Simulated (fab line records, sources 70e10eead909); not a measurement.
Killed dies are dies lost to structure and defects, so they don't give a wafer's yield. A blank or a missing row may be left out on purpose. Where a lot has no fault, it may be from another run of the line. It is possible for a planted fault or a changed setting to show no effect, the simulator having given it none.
Chamber matching | flow nandHarc | NHARC_A_BLC_STRIP_21 on rieDiel-13 has 4 sister chambers
The step strips in O2. 4 wafers are shown with their chamber, then 12 later ones without.

WAFERS WITH THEIR CHAMBER
wafer  | chamber | drypumpMotorCurrentA (A)
L094.2 | 3       | 6.2
L094.1 | 2       | 5.0
L092.3 | 1       | 5.4
L092.5 | 0       | 5.5

WAFERS MISSING THEIR CHAMBER
wafer  | drypumpMotorCurrentA (A)
L093.3 | 5.5
L093.5 | 5.0
L093.6 | 5.3
L096.1 | 5.4
L096.2 | 5.0
L096.3 | 5.5
L096.4 | 6.2
L096.5 | 5.5
L096.6 | 5.4
L097.2 | 5.1
L097.3 | 6.2
L097.4 | 5.5

WHICH CHAMBER EACH ONE RAN IN
wafer  | from the rows above | in truth
L093.3 | 0                   | 0
L093.5 | 2                   | 2
L093.6 | 1                   | 1
L096.1 | 1                   | 1
L096.2 | 2                   | 2
L096.3 | 0                   | 0
L096.4 | 3                   | 3
L096.5 | 0                   | 0
L096.6 | 1                   | 1
L097.2 | 2                   | 2
L097.3 | 3                   | 3
L097.4 | 0                   | 0
Correctly placed: 12 of 12. Can't be placed from these rows: 0. Placed wrongly: 0.
How it was worked out, from the rows above alone: a wafer's distance from a chamber is the root of the sum, over the readings, of the square of ((its reading less the chamber's mean) divided by the reading's scatter). If the next closest chamber is less than 2 further off than the closest, the wafer can't be placed; otherwise it belongs to the closest. A chamber's mean is the mean of its shown wafers. The scatter: with one shown wafer a chamber, the root of the mean of the squares of how far each hidden wafer lies from its nearest shown one.
